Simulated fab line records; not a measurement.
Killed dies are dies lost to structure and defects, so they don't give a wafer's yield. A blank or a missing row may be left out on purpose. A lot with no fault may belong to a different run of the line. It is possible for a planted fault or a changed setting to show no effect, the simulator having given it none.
Problem report, 8D (eight disciplines) form, completed by code :: flow n5 finfet :: the parts of the form that need people (team, actions taken, sign-off) are left out

## 1. PROBLEM STATEMENT
Wafers without a fault read 13, standard deviation 6.7; killed at contacts at N5_PASSIVATION_PROBE_49 reads a mean of 130 on 6 wafers belonging to 2 lots. Relative to the usual mean, that is a shift of +17 standard deviations.
First observed at day 17 10:45: wafer L719.2, on prober-01. The record holds 7 wafers of 3 lots with a number at this step. Rule for "out", or "out of limits": more than 4 standard deviations from the usual mean. Any other wafer with a number is counted as sound.

## 2. WHAT THIS IS AND IS NOT
question: which readings at this step
is: killed at contacts, defect limited yield, killed dies, sort n pass, sort yield pct
is not: killed_at_M0_to_M3, killed_at_M4_up, killed at other, killed open, sort_bin_6_memory

question: which lots
is: L718, L719
is not: L710

question: which wafers of those lots
is: all that have a number
is not: -

question: read on which tools
is: prober-01
is not: -

question: when
is: from day 17 10:45
is not: up to then (1 sound wafer)

## 3. SUSPECTS, AND WHAT RULES EACH OUT
Counting: a tool at any process step up to the reading remains a suspect when it ran all the lots that are out and ran no sound lot after the first of those.
- rie diel-06 at N5_MOL_CONTACT_COAG_STRIP_98 (strips in N2/H2): kept. Every lot that is out went through it, starting with L718 (day 9 12:11), and after that it ran no sound lot; the last sound lot it ran before then is L710 (day 7 11:56).
- rie diel-02 at N5_MIM_TOP_ETCH_STRIP_01 (strips in O2): kept. It ran every lot that is out, first L719 (day 17 01:06), and no sound lot after that.
- prober-01 at N5_PASSIVATION_PROBE_49: kept. Every lot that is out went through it, starting with L719 (day 17 10:45), and after that it ran no sound lot; the last sound lot it ran before then is L710 (day 15 22:41). Its own readings are out on those wafers: defect limited yield, killed at contacts, killed dies, sort n pass, sort yield pct.
Still standing after the count: rie diel-06 at N5_MOL_CONTACT_COAG_STRIP_98, rie diel-02 at N5_MIM_TOP_ETCH_STRIP_01, prober-01 at N5_PASSIVATION_PROBE_49.

## 4. THE CAUSE (what the simulator had put in)
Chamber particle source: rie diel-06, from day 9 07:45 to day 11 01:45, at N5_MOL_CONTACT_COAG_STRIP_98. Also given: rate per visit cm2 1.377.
Counting left 3 suspects, and this tool is among them.

## 5. THE CHAIN OF EFFECTS, in route order
Rows list readings where the struck wafers' mean (over those with a number) sits beyond 3 standard deviations from the usual. Only readings for which the record gives a usual standard deviation are gone through. hours: the time from each lot's start at the first step in this table that gives one to its start at this step, as a median over the lots. sigmas: the change in usual standard deviations.
hours: 0
step: N5_PASSIVATION_PROBE_49
reading: defect limited yield
usual: 91.3 %
on struck wafers: 82.9
change: -8.4
sigmas: -5.6

hours: 0
step: N5_PASSIVATION_PROBE_49
reading: killed at contacts
usual: 13
on struck wafers: 130
change: +117
sigmas: +17

hours: 0
step: N5_PASSIVATION_PROBE_49
reading: killed dies
usual: 103
on struck wafers: 202
change: +99
sigmas: +5.8

hours: 0
step: N5_PASSIVATION_PROBE_49
reading: killed on rim
usual: 14
on struck wafers: 29
change: +15
sigmas: +3.5

hours: 0
step: N5_PASSIVATION_PROBE_49
reading: sort_bin_5_function
usual: 5.1 %
on struck wafers: 10.3
change: +5.2
sigmas: +5.2

hours: 0
step: N5_PASSIVATION_PROBE_49
reading: sort n pass
usual: 1077
on struck wafers: 978
change: -99
sigmas: -5.8

hours: 0
step: N5_PASSIVATION_PROBE_49
reading: sort yield pct
usual: 91.3 %
on struck wafers: 82.9
change: -8.4
sigmas: -5.6
Process steps it contains:
- N5_PASSIVATION_PROBE_49

## 6. WHAT WOULD HAVE CAUGHT IT SOONER
In this record no reading fell out of limits until day 17 10:45, 195 hours after the fault had begun at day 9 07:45.
Tool readings at N5_MOL_CONTACT_COAG_STRIP_98 with a usual standard deviation given in the record: none out on any struck wafer, hence no alarm at a limit of 4 standard deviations on them.
By day 17 10:45, every lot that is out (2) had started N5_MOL_CONTACT_COAG_STRIP_98 on rie diel-06. None of them would have been spared by holding the tool at that moment.
